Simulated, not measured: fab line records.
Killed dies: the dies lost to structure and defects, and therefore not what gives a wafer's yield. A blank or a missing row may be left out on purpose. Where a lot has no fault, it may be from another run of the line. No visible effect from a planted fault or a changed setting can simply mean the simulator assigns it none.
fab line records	flow n5_finfet
record lots=7	wafers=21
route steps=1938 shown MOL_CONTACT_COAG@570 BEOL_M0_SAQP@633 BEOL_M0@726 BEOL_M2@841 BEOL_M3@934
start_h: the number of hours between the record's first day and the start of the first shown wafer of the lot	wait_h: how many hours have passed since the lot's step before this one	" identical to the entry in the row above	L1.1+2: several wafers, shown together as one row	- value missing, or start not given	* or withheld: withheld	< > ~ a bound
route shown NAME@n: NAME is a module with steps in the file, n the number in the route of the first one	usual: mean and standard deviation over wafers with no fault	same: alike in all rows	chamber/n: place in a boat	sites: per-site readings	_std_site: the standard deviation of these	_edge_site: mean of outer sites minus mean of inner sites	radius_mm: how far each site lies from the wafer's centre	mask NAME#n: copy n	behind: tool/chamber where the wafer was last shaped	hold: what put the lot on hold/how long, in hours/how the hold closed	device: the transistor (n, p or np) that didn't switch	end of line: the route-end tests of the same wafers	where a step has no rows: the recipe by itself	killed: dies that structure and defects cost at the first sort, which is not the same as the wafer's yield	map: the dies of a wafer, with x for killed, . for not killed, _ for no die there
set.NAME: the setting as run; set.NAME@STEP: as run at that earlier step	model.NAME: the simulator's own value behind a step, which no gauge read
lots where settings were altered on purpose, with a table for each step and a row for each wafer
## steps
# step N5_MOL_CONTACT_COAG_EXPOSE_81
# recipe mask_id=VG	na=0.33	source_shape=annular	sigma_inner=0.3	sigma_outer=0.7	polarization=unpolarized	defocus_nm=0	dose_mj=59.5
lot.wafer	tool	chamber	start_h	wait_h	mask	set.dose_mj
L080.2	euv_scanner-01	0	137.26	-	VG#0	59.5
L080.3+6	"	0	"	"	VG#0	57.37
L083.4+6	euv_scanner-01	0	152.13	-	VG#0	59.5
L083.5	"	0	"	"	VG#0	55.67
L084.1+2+4	euv_scanner-01	0	157.83	-	VG#0	59.5
L085.1+3	euv_scanner-01	0	171.02	-	VG#0	59.5
L085.4	"	0	"	"	VG#0	56.42
L086.1	euv_scanner-01	0	171.27	-	VG#0	59.5
L086.2+5	"	0	"	"	VG#0	63.64
L088.3+4+6	euv_scanner-02	0	194.95	-	VG#0	59.5
L092.2+3	euv_scanner-02	0	210.01	-	VG#0	59.5
L092.5	"	0	"	"	VG#0	63.73
# step N5_MOL_CONTACT_COAG_PEB_82
# recipe peb_temp_c=100	peb_time_s=60	resist=CAR-EUV
# step N5_MOL_CONTACT_COAG_DEVELOP_83
# recipe develop_time_s=30	developer=TMAH	resist=CAR-EUV	rinse_liquid=surfactant_rinse	dry=air_spin	dev_temp_c=23
# step N5_MOL_CONTACT_COAG_CD_MEAS_84
# recipe target_cd_nm=25.1	landing_energy_ev=500	detector=se_inlens	polarity=opening
# usual cd_nm=25.12/0.25
lot.wafer	tool	chamber	start_h	wait_h	set.dose_mj@MOL_CONTACT_COAG_EXPOSE_81	cd_nm
L080.2	cd_sem-03	0	137.40	-	59.5	24.66
L080.3	"	0	"	"	57.37	24.13
L080.6	"	0	"	"	57.37	24.06
L083.4	cd_sem-03	0	152.25	-	59.5	24.99
L083.5	"	0	"	"	55.67	23.68
L083.6	"	0	"	"	59.5	24.95
L084.1	cd_sem-03	0	157.97	-	59.5	25.39
L084.2	"	0	"	"	59.5	25.36
L084.4	"	0	"	"	59.5	24.95
L085.1	cd_sem-01	0	171.16	-	59.5	25.30
L085.3	"	0	"	"	59.5	24.94
L085.4	"	0	"	"	56.42	23.90
L086.1	cd_sem-01	0	171.41	-	59.5	25.05
L086.2	"	0	"	"	63.64	26.33
L086.5	"	0	"	"	63.64	26.67
L088.3	cd_sem-01	0	195.08	-	59.5	24.86
L088.4	"	0	"	"	59.5	25.34
L088.6	"	0	"	"	59.5	24.59
L092.2	cd_sem-03	0	210.15	-	59.5	24.97
L092.3	"	0	"	"	59.5	25.57
L092.5	"	0	"	"	63.73	26.25
# step N5_MOL_CONTACT_COAG_PRECLEAN_144
# recipe chemistry=alkaline_clean	temp_c=60	time_s=60	do_ppb=50
# step N5_MOL_CONTACT_COAG_SRD_145
# recipe dry=ipa_marangoni	time_s=30	temp_c=23	rinse_liquid=diw
# step N5_MOL_CONTACT_COAG_CD_MEAS_137
# recipe target_cd_nm=16
# usual cd_nm=15.9/0.33
lot.wafer	tool	chamber	start_h	wait_h	set.dose_mj@MOL_CONTACT_COAG_EXPOSE_81	cd_nm
L080.2	cd_sem-01	-	138.33	0.0	59.5	15.5
L080.3	"	-	"	"	57.37	15.2
L080.6	"	-	"	"	57.37	15.6
L083.4	cd_sem-01	-	153.59	0.0	59.5	15.8
L083.5	"	-	"	"	55.67	14.3
L083.6	"	-	"	"	59.5	16.1
L084.1	cd_sem-03	-	158.91	0.0	59.5	16.1
L084.2	"	-	"	"	59.5	15.7
L084.4	"	-	"	"	59.5	16.3
L085.1	cd_sem-01	-	172.17	0.0	59.5	16.2
L085.3	"	-	"	"	59.5	16.0
L085.4	"	-	"	"	56.42	14.8
L086.1	cd_sem-03	-	172.86	0.0	59.5	15.5
L086.2	"	-	"	"	63.64	17.2
L086.5	"	-	"	"	63.64	17.5
L088.3	cd_sem-01	-	196.03	0.0	59.5	15.9
L088.4	"	-	"	"	59.5	15.8
L088.6	"	-	"	"	59.5	16.2
L092.2	cd_sem-02	-	211.39	0.0	59.5	15.6
L092.3	"	-	"	"	59.5	15.9
L092.5	"	-	"	"	63.73	17.5
# step N5_BEOL_M0_SAQP_ILD_DEP_01
# recipe material=SiOC	target_thk_a=454.19	temp_c=350	precursor=DEMS/O2	pressure_torr=5	rf_w=500	time_s=8.7
lot.wafer	tool	chamber	start_h	wait_h	set.time_s	model.SiOC_of_BEOL_M0_SAQP_ILD_DEP_01.thk_nm
L080.2	pecvd-04	0	144.04	0.0	8.7	44.6
L080.3	"	1	"	"	8.7	46.2
L080.6	"	1	"	"	8.7	45.6
L083.4	pecvd-02	2	160.19	0.0	7.854	39.6
L083.5	"	1	"	"	7.854	40.8
L083.6	"	0	"	"	8.7	45.6
L084.1	pecvd-01	2	164.78	0.0	8.7	45
L084.2	"	0	"	"	8.7	45.2
L084.4	"	2	"	"	8.7	46.2
L085.1	pecvd-02	2	178.26	0.0	8.7	44.2
L085.3	"	1	"	"	8.7	44.6
L085.4	"	2	"	"	8.7	44.4
L086.1	pecvd-02	0	181.25	0.0	9.961	51.6
L086.2	"	1	"	"	8.7	45.8
L086.5	"	1	"	"	9.961	53
L088.3	pecvd-04	0	201.53	0.0	9.978	51.8
L088.4	"	1	"	"	9.978	52.4
L088.6	"	2	"	"	8.7	45.6
L092.2	pecvd-04	1	216.86	0.0	8.7	45.2
L092.3	"	0	"	"	9.21	48
L092.5	"	2	"	"	9.21	48.6
# step N5_BEOL_M0_SAQP_COAT_82
# recipe resist=SiARC	temp_c=220	time_s=60	spin_rpm=1500	resist_thk_nm=30
lot.wafer	tool	chamber	start_h	wait_h	set.spin_rpm	model.SiARC_of_BEOL_M0_SAQP_COAT_82.thk_nm
L080.2+3+6	litho_track-03	0	-	-	1639	28.8
L083.4	litho_track-03	0	-	-	1500	30
L083.5	"	0	"	"	1500	29.8
L083.6	"	0	"	"	1415	30.8
L084.1+2	litho_track-01	0	-	-	1500	29.8
L084.4	"	0	"	"	1500	30
L085.1+3+4	litho_track-04	0	-	-	1500	29.8
L086.1	litho_track-01	0	-	-	1617	29
L086.2	"	0	"	"	1500	30
L086.5	"	0	"	"	1617	28.8
L088.3+4	litho_track-03	0	-	-	1662	28.6
L088.6	"	0	"	"	1500	30
L092.2+3	litho_track-04	0	-	-	1634	28.6
L092.5	"	0	"	"	1500	30
# step N5_BEOL_M0_SAQP_COAT_08
# recipe resist=CAR-ArF	spin_rpm=1500	resist_thk_nm=90
# step N5_BEOL_M0_SAQP_EBR_10
# recipe solvent=PGMEA	ebr_width_mm=1.5
# step N5_BEOL_M0_SAQP_DESCUM_19
# recipe chemistry=O2	time_s=7.9	source_power_w=50	bias_power_w=20	pressure_mtorr=20	rf_frequency_hz=2.712e+07	temp_c=40	resist=CAR-ArF	o2_flow_sccm=225
# step N5_BEOL_M0_SAQP_ETCH_83
# recipe chemistry=CF4	target=SiARC	target_depth_a=390	mask_material=CAR-ArF	time_s=65	ion_energy_ev=80	pressure_mtorr=40	source_w=545	bias_w=36	Ar_flow_sccm=100	cf4_flow_sccm=100	ends=cleared
lot.wafer	tool	chamber	start_h	wait_h	set.spin_rpm@BEOL_M0_SAQP_COAT_82	model.etch.depth_nm	model.CAR-ArF_of_BEOL_M0_SAQP_COAT_08.thk_nm
L080.2	rie_diel-02	3	145.20	0.0	1639	28.75	56
L080.3	"	2	"	"	1639	28.71	56.4
L080.6	"	2	"	"	1639	28.72	56.2
L083.4	rie_diel-01	1	161.57	0.0	1500	29.99	55.4
L083.5	"	1	"	"	1500	29.9	55.4
L083.6	"	2	"	"	1415	30.79	54.8
L084.1	rie_diel-01	3	165.89	0.0	1500	29.87	55.6
L084.2	"	0	"	"	1500	29.85	55.4
L084.4	"	1	"	"	1500	29.95	55.6
L085.1	rie_diel-06	0	180.55	0.0	1500	29.88	55.8
L085.3	"	1	"	"	1500	29.87	55.6
L085.4	"	2	"	"	1500	29.89	55.8
L086.1	rie_diel-01	0	183.53	0.0	1617	28.91	56.6
L086.2	"	2	"	"	1500	30.03	55.4
L086.5	"	3	"	"	1617	28.87	56.6
L088.3	rie_diel-02	2	202.92	0.0	1662	28.62	57.4
L088.4	"	1	"	"	1662	28.52	56.8
L088.6	"	3	"	"	1500	30.08	55.6
L092.2	rie_diel-01	3	218.32	0.0	1634	28.63	56.6
L092.3	"	2	"	"	1634	28.64	56.4
L092.5	"	1	"	"	1500	30.03	55.2
# step N5_BEOL_M0_SAQP_SPACER1_ALD_98
# recipe material=SiO2	target_thk_a=128	temp_c=300	ald_precursor_family=BDEAS	ald_co_reactant=O2-plasma	pulse_time_s=1	purge_time_s=2	co_reactant_purge_time_s=2	ald_cycles=138	pressure_torr=2
lot.wafer	tool	chamber	start_h	wait_h	set.ald_cycles	model.SiO2_of_BEOL_M0_SAQP_SPACER1_ALD_98.thk_nm
L080.2+3+6	ald_sin-02	1,3,3	146.26	0.3	138	12.8
L083.4	ald_sin-01	1	162.65	0.4	150	13.8
L083.5+6	"	2,3	"	"	138	12.8
L084.1+2	ald_sin-03	3,2	166.74	0.3	138	12.8
L084.4	"	1	"	"	138	13
L085.1+3+4	ald_sin-03	2,0,3	181.40	0.3	125	11.6
L086.1	ald_sin-01	1	184.81	0.7	159	14.6
L086.2	"	2	"	"	138	12.8
L086.5	"	3	"	"	159	14.8
L088.3+4+6	ald_sin-02	2,1,3	203.84	0.1	151	14
L092.2+5	ald_sin-02	1,2	219.21	0.3	117	11
L092.3	"	0	"	"	138	12.8
# step N5_BEOL_M0_SAQP_SPACER1_ETCHBACK_99
# recipe chemistry=CHF3/O2	mode=anisotropic_etchback	target=SiO2	target_depth_a=154	time_s=7.7	pressure_mtorr=30	source_w=650	bias_w=170	Ar_flow_sccm=200	CHF3_flow_sccm=50	O2_flow_sccm=5	ion_energy_ev=200
# step N5_BEOL_M0_SAQP_MANDREL1_REMOVE_100
# recipe chemistry=HBr/Cl2/O2	bt_time_s=10	target=a-Si	stop_on=SiNx	endpoint=OES-SiCl	over_etch_frac=0.85	icp_w=600	bias_w=30	HBr_flow_sccm=150	Cl2_flow_sccm=80	O2_flow_sccm=5	pressure_mtorr=10
lot.wafer	tool	chamber	start_h	wait_h	set.ald_cycles@BEOL_M0_SAQP_SPACER1_ALD_98	model.BEOL_M0_SAQP.cd_nm
L080.2+3+6	rie_si-03	1,2,1	146.82	0.1	138	13
L083.4	rie_si-03	0	162.98	0.1	150	13.8
L083.5	"	1	"	"	138	13
L083.6	"	0	"	"	138	12.8
L084.1+2+4	rie_si-03	1,0,2	167.37	0.1	138	13
L085.1+3	rie_si-04	0,3	181.96	0.1	125	11.6
L085.4	"	1	"	"	125	11.8
L086.1+5	rie_si-04	1,2	185.38	0.1	159	14.8
L086.2	"	2	"	"	138	12.8
L088.3+4	rie_si-02	2,0	204.41	0.1	151	14
L088.6	"	3	"	"	151	14.2
L092.2+5	rie_si-03	0	219.77	0.1	117	11
L092.3	"	3	"	"	138	12.8
# step N5_BEOL_M0_SAQP_CD_MEAS_25
# recipe target_cd_nm=13.1	landing_energy_ev=1000	detector=se_inlens
# usual cd_nm=12.90/0.22
lot.wafer	tool	chamber	start_h	wait_h	set.ald_cycles@BEOL_M0_SAQP_SPACER1_ALD_98	cd_nm
L080.2	cd_sem-01	0	146.93	0.1	138	13.20
L080.3	"	0	"	"	138	12.48
L080.6	"	0	"	"	138	12.51
L083.4	cd_sem-03	0	163.10	0.1	150	13.45
L083.5	"	0	"	"	138	12.73
L083.6	"	0	"	"	138	12.72
L084.1	cd_sem-02	0	167.48	0.1	138	12.87
L084.2	"	0	"	"	138	13.00
L084.4	"	0	"	"	138	12.83
L085.1	cd_sem-03	0	182.07	0.1	125	11.82
L085.3	"	0	"	"	125	11.47
L085.4	"	0	"	"	125	11.27
L086.1	cd_sem-03	0	185.49	0.1	159	14.49
L086.2	"	0	"	"	138	12.92
L086.5	"	0	"	"	159	14.91
L088.3	cd_sem-02	0	204.53	0.1	151	14.12
L088.4	"	0	"	"	151	14.19
L088.6	"	0	"	"	151	14.27
L092.2	cd_sem-01	0	219.89	0.1	117	11.27
L092.3	"	0	"	"	138	12.94
L092.5	"	0	"	"	117	11.11
# step N5_BEOL_M0_SAQP_ETCH_106
# recipe chemistry=N2/H2	target=SOC	target_depth_a=1500	stop_on=SiNx	ion_energy_ev=100	bias_w=61	pressure_mtorr=30	source_w=850	n2_flow_sccm=200	h2_flow_sccm=200
lot.wafer	tool	chamber	start_h	wait_h	set.target_depth_a	model.SOC_of_BEOL_M0_SAQP_COAT_105.thk_nm
L080.2	rie_diel-02	3	147.63	-	1427	28.2
L080.3	"	0	"	"	1500	24.8
L080.6	"	2	"	"	1500	24.6
L083.4	rie_diel-06	1	163.80	-	1500	24
L083.5	"	1	"	"	1500	24.2
L083.6	"	0	"	"	1500	25.4
L084.1	rie_diel-01	0	168.54	-	1500	23.4
L084.2	"	3	"	"	1500	27.2
L084.4	"	3	"	"	1500	26.8
L085.1	rie_diel-06	1	182.78	-	1500	24.4
L085.3	"	2	"	"	1500	21.6
L085.4	"	0	"	"	1500	25.2
L086.1	rie_diel-02	3	186.42	-	1359	32.2
L086.2	"	1	"	"	1359	29
L086.5	"	1	"	"	1500	21
L088.3	rie_diel-02	1	205.34	-	1676	12.8
L088.4	"	2	"	"	1500	24.4
L088.6	"	0	"	"	1676	16
L092.2	rie_diel-02	2	220.63	-	1500	24.2
L092.3	"	0	"	"	1630	17
L092.5	"	3	"	"	1630	18.6
# step N5_BEOL_M0_SAQP_ETCH_107
# recipe chemistry=CH3F/O2	target=SiNx	target_depth_a=300	mask_material=SOC	pressure_mtorr=30	source_w=395	bias_w=73	Ar_flow_sccm=150	CH3F_flow_sccm=30	O2_flow_sccm=20	ion_energy_ev=120
lot.wafer	tool	chamber	start_h	wait_h	set.target_depth_a@BEOL_M0_SAQP_ETCH_106	model.SOC_of_BEOL_M0_SAQP_COAT_105.thk_nm
L080.2	rie_diel-02	3	147.69	0.0	1427	17.2
L080.3	"	0	"	"	1500	13.8
L080.6	"	2	"	"	1500	13.6
L083.4	rie_diel-06	1	163.86	0.0	1500	13
L083.5	"	1	"	"	1500	13.2
L083.6	"	0	"	"	1500	14.4
L084.1	rie_diel-01	0	168.60	0.0	1500	12.4
L084.2	"	3	"	"	1500	16.6
L084.4	"	3	"	"	1500	16
L085.1	rie_diel-06	1	182.84	0.0	1500	13.4
L085.3	"	2	"	"	1500	10.6
L085.4	"	0	"	"	1500	14.6
L086.1	rie_diel-02	3	186.48	0.0	1359	21.4
L086.2	"	1	"	"	1359	18
L086.5	"	1	"	"	1500	10
L088.3	rie_diel-02	1	205.40	0.0	1676	1.6
L088.4	"	2	"	"	1500	13.6
L088.6	"	0	"	"	1676	5.4
L092.2	rie_diel-02	2	220.69	0.0	1500	13.4
L092.3	"	0	"	"	1630	6.2
L092.5	"	3	"	"	1630	8
# step N5_BEOL_M0_ETCH_109
# recipe chemistry=CH3F/O2	target_depth_a=80	overetch_a=24	target=SiCN	time_s=27.4	ion_energy_ev=120	pressure_mtorr=30	source_w=395	bias_w=75	Ar_flow_sccm=150	CH3F_flow_sccm=30	O2_flow_sccm=20
# usual rf_vpp_V=297.1/1.5
lot.wafer	tool	chamber	start_h	wait_h	set.bias_w	rf_vpp_V
L080.2	rie_diel-03	1	151.98	0.0	69.13	280.9
L080.3	"	0	"	"	69.13	283.5
L080.6	"	3	"	"	75	296.8
L083.4	rie_diel-04	1	168.20	0.1	64.6	269.9
L083.5	"	3	"	"	64.6	268.8
L083.6	"	2	"	"	64.6	272.0
L084.1	rie_diel-03	1	177.14	0.4	75	296.2
L084.2	"	2	"	"	75	297.4
L084.4	"	3	"	"	75	296.8
L085.1	rie_diel-03	1	189.36	0.5	75	294.8
L085.3	"	2	"	"	75	298.2
L085.4	"	0	"	"	64.17	268.7
L086.1	rie_diel-05	0	191.87	0.4	67.82	277.1
L086.2	"	2	"	"	75	294.6
L086.5	"	2	"	"	75	295.8
L088.3	rie_diel-05	1	210.02	0.0	69.18	283.1
L088.4	"	1	"	"	75	296.9
L088.6	"	3	"	"	75	299.1
L092.2	rie_diel-03	3	228.18	0.0	75	297.4
L092.3	"	0	"	"	67.69	278.9
L092.5	"	2	"	"	75	297.7
# step N5_BEOL_M2_ILD_DEP_00
# recipe material=SiOC	target_thk_a=790	temp_c=350	precursor=DEMS/O2	pressure_torr=5	rf_w=500	time_s=15.3
lot.wafer	tool	chamber	start_h	wait_h	set.time_s	model.SiOC_of_BEOL_M2_ILD_DEP_00.thk_nm
L080.2	pecvd-02	2	166.04	0.0	16.6	85.4
L080.3	"	0	"	"	15.3	78.2
L080.6	"	0	"	"	15.3	79.2
L083.4	pecvd-01	0	183.70	0.1	15.3	80.4
L083.5	"	1	"	"	15.3	78.8
L083.6	"	2	"	"	16.46	85.4
L084.1	pecvd-01	1	188.83	0.0	15.3	78.8
L084.2	"	0	"	"	15.3	80
L084.4	"	0	"	"	15.3	80.4
L085.1	pecvd-02	2	201.99	0.0	15.3	77.6
L085.3	"	0	"	"	15.3	76.8
L085.4	"	1	"	"	15.3	79.6
L086.1	pecvd-03	0	204.44	0.0	16.53	83.8
L086.2	"	1	"	"	15.3	79
L086.5	"	1	"	"	16.53	85
L088.3	pecvd-01	1	224.35	0.0	14.07	71
L088.4	"	2	"	"	14.07	71.2
L088.6	"	1	"	"	15.3	78
L092.2	pecvd-02	1	238.52	0.0	15.3	79.6
L092.3	"	2	"	"	15.3	79.8
L092.5	"	2	"	"	15.3	80.8
# step N5_BEOL_M2_THK_MEAS_01
# recipe reads=SiOC_of_BEOL_M2_ILD_DEP_00
# usual M2_ILD_THK=78.9/1
lot.wafer	tool	chamber	start_h	wait_h	set.time_s@BEOL_M2_ILD_DEP_00	M2_ILD_THK[nm]
L080.2	film_metro-02	-	166.10	0.1	16.6	85.3
L080.3	"	-	"	"	15.3	78.3
L080.6	"	-	"	"	15.3	79.2
L083.4	film_metro-01	-	183.75	0.0	15.3	80.4
L083.5	"	-	"	"	15.3	78.7
L083.6	"	-	"	"	16.46	85.3
L084.1	film_metro-02	-	188.90	0.0	15.3	78.9
L084.2	"	-	"	"	15.3	80.0
L084.4	"	-	"	"	15.3	80.4
L085.1	film_metro-01	-	202.06	0.0	15.3	77.6
L085.3	"	-	"	"	15.3	76.8
L085.4	"	-	"	"	15.3	79.6
L086.1	film_metro-02	-	204.53	0.1	16.53	83.9
L086.2	"	-	"	"	15.3	79.1
L086.5	"	-	"	"	16.53	85.0
L088.3	film_metro-02	-	224.42	0.1	14.07	71.1
L088.4	"	-	"	"	14.07	71.2
L088.6	"	-	"	"	15.3	78.1
L092.2	film_metro-02	-	238.59	0.1	15.3	79.7
L092.3	"	-	"	"	15.3	79.7
L092.5	"	-	"	"	15.3	80.7
# step N5_BEOL_M3_HM_DEP_02
# recipe material=TiN	target_thk_a=200	temp_c=25	chamber_pressure_pa=0.49996
lot.wafer	tool	chamber	start_h	wait_h	set.target_thk_a	model.TiN_of_BEOL_M3_HM_DEP_02.thk_nm
L080.2	pvd_sputter-01	-	175.83	0.9	178.5	17.6
L080.3	"	-	"	"	200	19.8
L080.6	"	-	"	"	200	20
L083.4+6	pvd_sputter-01	-	195.40	0.2	200	20
L083.5	"	-	"	"	200	19.8
L084.1+4	pvd_sputter-02	-	196.15	0.4	200	20
L084.2	"	-	"	"	200	20.4
L085.1	pvd_sputter-03	-	212.98	0.5	177.2	17.8
L085.3+4	"	-	"	"	200	20
L086.1+5	pvd_sputter-01	-	217.82	0.6	226.9	22.4
L086.2	"	-	"	"	200	19.8
L088.3	pvd_sputter-02	-	235.67	0.1	207.3	21
L088.4+6	"	-	"	"	200	20
L092.2+5	pvd_sputter-02	-	252.34	1.6	200	19.8
L092.3	"	-	"	"	200	20
# step N5_BEOL_M3_COAT_73
# recipe resist=underlayer	temp_c=205	time_s=60	spin_rpm=1500	resist_thk_nm=5
lot.wafer	tool	chamber	start_h	wait_h	set.temp_c
L080.2+3+6	litho_track-05	0	-	-	205
L083.4+5+6	litho_track-05	0	-	-	205
L084.1+2+4	litho_track-02	0	-	-	205
L085.1	litho_track-05	0	-	-	205
L085.3+4	"	0	"	"	201.8
L086.1+2	litho_track-05	0	-	-	195.9
L086.5	"	0	"	"	205
L088.3+6	litho_track-05	0	-	-	205
L088.4	"	0	"	"	208.3
L092.2+3	litho_track-01	0	-	-	209
L092.5	"	0	"	"	205
# step N5_BEOL_M3_COAT_05
# recipe resist=CAR-EUV	spin_rpm=1500	resist_thk_nm=30
# step N5_BEOL_M3_EBR_07
# recipe solvent=PGMEA	ebr_width_mm=1.5
# step N5_BEOL_M3_STRIP_75
# recipe chemistry=N2/H2	temp_c=40	n2_flow_sccm=200	h2_flow_sccm=200	rf_frequency_hz=6e+07
# step N5_BEOL_M3_STRIP_66
# recipe chemistry=CF4	resist=SiARC	power_w=300	bias_power_w=75	pressure_mtorr=50	cf4_flow_sccm=150	rf_frequency_hz=6e+07
# step N5_BEOL_M3_HM_OPEN_17
# recipe chemistry=Cl2/BCl3	target_depth_a=200	overetch_a=60	target=TiN	mask_material=SOC	ion_energy_ev=150	pressure_mtorr=10	icp_w=1000	bias_w=126	Cl2_flow_sccm=53.25	bcl3_flow_sccm=21.75	Ar_flow_sccm=25
lot.wafer	tool	chamber	start_h	wait_h	set.target_thk_a@BEOL_M3_HM_DEP_02	model.etch.depth_nm
L080.2	rie_metal-02	0	176.59	0.0	178.5	17.65
L080.3	"	1	"	"	200	19.71
L080.6	"	1	"	"	200	19.93
L083.4	rie_metal-01	1	196.38	0.1	200	19.91
L083.5	"	1	"	"	200	19.87
L083.6	"	0	"	"	200	19.99
L084.1	rie_metal-02	0	197.14	0.0	200	19.99
L084.2	"	1	"	"	200	20.34
L084.4	"	1	"	"	200	20.1
L085.1	rie_metal-03	0	214.43	0.0	177.2	17.73
L085.3	"	0	"	"	200	19.96
L085.4	"	1	"	"	200	20.08
L086.1	rie_metal-01	1	218.58	0.0	226.9	22.47
L086.2	"	0	"	"	200	19.83
L086.5	"	0	"	"	226.9	22.46
L088.3	rie_metal-03	0	236.46	0.1	207.3	20.94
L088.4	"	1	"	"	200	20.1
L088.6	"	0	"	"	200	19.99
L092.2	rie_metal-02	0	253.26	0.1	200	19.84
L092.3	"	0	"	"	200	20.03
L092.5	"	0	"	"	200	19.88
## key
split step=N5_MOL_CONTACT_COAG_EXPOSE_81	setting=dose_mj	stated=59.5	by=wafer
response step=N5_MOL_CONTACT_COAG_CD_MEAS_84	reading=cd_nm	change=+0.187	per=1%	r=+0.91
response step=N5_MOL_CONTACT_COAG_CD_MEAS_137	reading=cd_nm	change=+0.237	per=1%	r=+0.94
split step=N5_BEOL_M0_SAQP_ILD_DEP_01	setting=time_s	stated=8.7	by=wafer
response step=N5_BEOL_M0_SAQP_ILD_DEP_01	reading=model.SiOC_of_BEOL_M0_SAQP_ILD_DEP_01.thk_nm	change=+0.469	per=1%	r=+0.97
split step=N5_BEOL_M0_SAQP_COAT_82	setting=spin_rpm	stated=1500	by=wafer
response step=N5_BEOL_M0_SAQP_COAT_82	reading=model.SiARC_of_BEOL_M0_SAQP_COAT_82.thk_nm	change=-0.143	per=1%	r=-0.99
response step=N5_BEOL_M0_SAQP_ETCH_83	reading=model.etch.depth_nm	change=-0.146	per=1%	r=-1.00
response step=N5_BEOL_M0_SAQP_ETCH_83	reading=model.CAR-ArF_of_BEOL_M0_SAQP_COAT_08.thk_nm	change=+0.14	per=1%	r=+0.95
split step=N5_BEOL_M0_SAQP_SPACER1_ALD_98	setting=ald_cycles	stated=138	by=wafer
response step=N5_BEOL_M0_SAQP_SPACER1_ALD_98	reading=model.SiO2_of_BEOL_M0_SAQP_SPACER1_ALD_98.thk_nm	change=+0.121	per=1%	r=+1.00
response step=N5_BEOL_M0_SAQP_MANDREL1_REMOVE_100	reading=model.BEOL_M0_SAQP.cd_nm	change=+0.122	per=1%	r=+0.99
response step=N5_BEOL_M0_SAQP_CD_MEAS_25	reading=cd_nm	change=+0.111	per=1%	r=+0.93
split step=N5_BEOL_M0_SAQP_ETCH_106	setting=target_depth_a	stated=1500	by=wafer
response step=N5_BEOL_M0_SAQP_ETCH_106	reading=model.SOC_of_BEOL_M0_SAQP_COAT_105.thk_nm	change=-0.862	per=1%	r=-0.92
response step=N5_BEOL_M0_SAQP_ETCH_107	reading=model.SOC_of_BEOL_M0_SAQP_COAT_105.thk_nm	change=-0.866	per=1%	r=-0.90
split step=N5_BEOL_M0_ETCH_109	setting=bias_w	stated=75	by=wafer
response step=N5_BEOL_M0_ETCH_109	reading=rf_vpp_V	change=+1.91	per=1%	r=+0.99
split step=N5_BEOL_M2_ILD_DEP_00	setting=time_s	stated=15.3	by=wafer
response step=N5_BEOL_M2_ILD_DEP_00	reading=model.SiOC_of_BEOL_M2_ILD_DEP_00.thk_nm	change=+0.772	per=1%	r=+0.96
response step=N5_BEOL_M2_THK_MEAS_01	reading=M2_ILD_THK	change=+0.768	per=1%	r=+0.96
split step=N5_BEOL_M3_HM_DEP_02	setting=target_thk_a	stated=200	by=wafer
response step=N5_BEOL_M3_HM_DEP_02	reading=model.TiN_of_BEOL_M3_HM_DEP_02.thk_nm	change=+0.201	per=1%	r=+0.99
response step=N5_BEOL_M3_HM_OPEN_17	reading=model.etch.depth_nm	change=+0.2	per=1%	r=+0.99
split step=N5_BEOL_M3_COAT_73	setting=temp_c	stated=205	by=wafer
response none clear
